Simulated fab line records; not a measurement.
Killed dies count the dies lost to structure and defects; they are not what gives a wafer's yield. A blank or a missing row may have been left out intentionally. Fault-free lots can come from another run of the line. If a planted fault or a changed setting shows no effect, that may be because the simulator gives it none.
Matching of chambers	flow nand-harc	4 sister chambers for NHARC_P_ZERO_WELL_ETCH_65 on rie-diel-04
The step etches the open film in N2/H2, target depth 80 nm, overetch 24 nm, time 87.88 s. 4 wafers are shown with their chamber, then 11 later ones without.

WAFERS WITH THEIR CHAMBER
wafer	chamber	showerhead-plenum-p-Torr (Torr)
L082.5	0	2.05
L082.1	3	1.93
L082.4	2	2.06
L083.1	1	2.19

WAFERS WITH NO CHAMBER GIVEN
wafer	showerhead-plenum-p-Torr (Torr)
L083.4	2.05
L083.5	2.05
L089.4	2.04
L089.5	2.06
L089.6	1.93
L094.1	2.19
L094.2	1.92
L094.4	2.04
L095.2	2.19
L095.3	2.06
L095.4	1.92

WHICH CHAMBER EACH WENT THROUGH
wafer	from the rows above	in truth
L083.4	can't be placed: 0 or 2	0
L083.5	can't be placed: 0 or 2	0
L089.4	can't be placed: 0 or 2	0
L089.5	can't be placed: 2 or 0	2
L089.6	3	3
L094.1	1	1
L094.2	3	3
L094.4	can't be placed: 0 or 2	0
L095.2	1	1
L095.3	can't be placed: 2 or 0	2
L095.4	3	3
Correctly placed: 5 of 11. From these rows, 6 cannot be placed; in 6 the true chamber is one of the candidates. Number placed wrongly: 0.
How it was worked out, from the rows above alone: a wafer's distance from a chamber is the root of the sum, over the readings, of the square of ((its reading less the chamber's mean) divided by the reading's scatter). The wafer belongs to the nearest chamber; if the next one is less than 2 further off, it can't be placed. The mean given for a chamber averages the wafers shown for that chamber. The scatter (one wafer shown for each chamber): square how far every hidden wafer sits from the nearest shown wafer, average those squares and take the square root.
